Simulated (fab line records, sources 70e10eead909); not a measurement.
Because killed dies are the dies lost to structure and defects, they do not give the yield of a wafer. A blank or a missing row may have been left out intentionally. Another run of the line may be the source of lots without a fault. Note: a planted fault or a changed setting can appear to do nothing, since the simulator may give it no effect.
Matching of chambers	flow nand harc	NHARC_A_BONDPAD_CMP_29 on cmp-02: 4 sister chambers
The step polishes SiCN, target thk 200 nm. 14 wafers are shown with their chamber, then 7 later ones without.

== EACH WAFER AND ITS CHAMBER ==
wafer	chamber	motor current A (A)
L940.3	0	13.8
L940.5	3	12.1
L940.6	2	13.1
L944.1	3	11.4
L944.2	0	13.6
L944.6	3	12.7
L945.1	1	15.2
L945.2	0	13.7
L945.3	2	12.7
L949.1	2	12.8
L949.4	0	13.5
L949.5	2	13.3
L955.2	0	13.1
L955.4	2	12.4

SIGNATURES (averages over the wafers above)
reading	chamber 0	chamber 1	chamber 2	chamber 3	scatter within a chamber
motor current A	13.540	15.200	12.860	12.067	0.404
Rule: a wafer lies at a distance from a chamber equal to the root of the sum of squares, over the readings, of (its reading less the chamber's mean, divided by the reading's scatter). The wafer belongs to the nearest chamber; if the next one is less than 2 further off, it can't be placed. How the scatter is found: for the shown wafers, subtract from each reading the mean of its chamber, square and add these, divide the total by (wafers less chambers), then take the root.

== WAFERS WITH NO CHAMBER GIVEN ==
wafer	motor current A (A)
L955.5	14.6
L958.1	11.3
L958.2	13.7
L958.3	15.4
L957.2	14.9
L957.3	12.5
L957.6	14.7

== THE CHAMBER EACH PASSED THROUGH ==
wafer	from the rows above	in truth
L955.5	can't be placed: 1 or 0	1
L958.1	can't be placed: 3 or 2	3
L958.2	can't be placed: 0 or 2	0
L958.3	1	1
L957.2	1	1
L957.3	can't be placed: 2 or 3 or 0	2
L957.6	can't be placed: 1 or 0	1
2 of 7 placed correctly. Cannot be placed on the basis of these rows: 5; the candidates contain the true chamber in 5. Wrongly placed: 0.
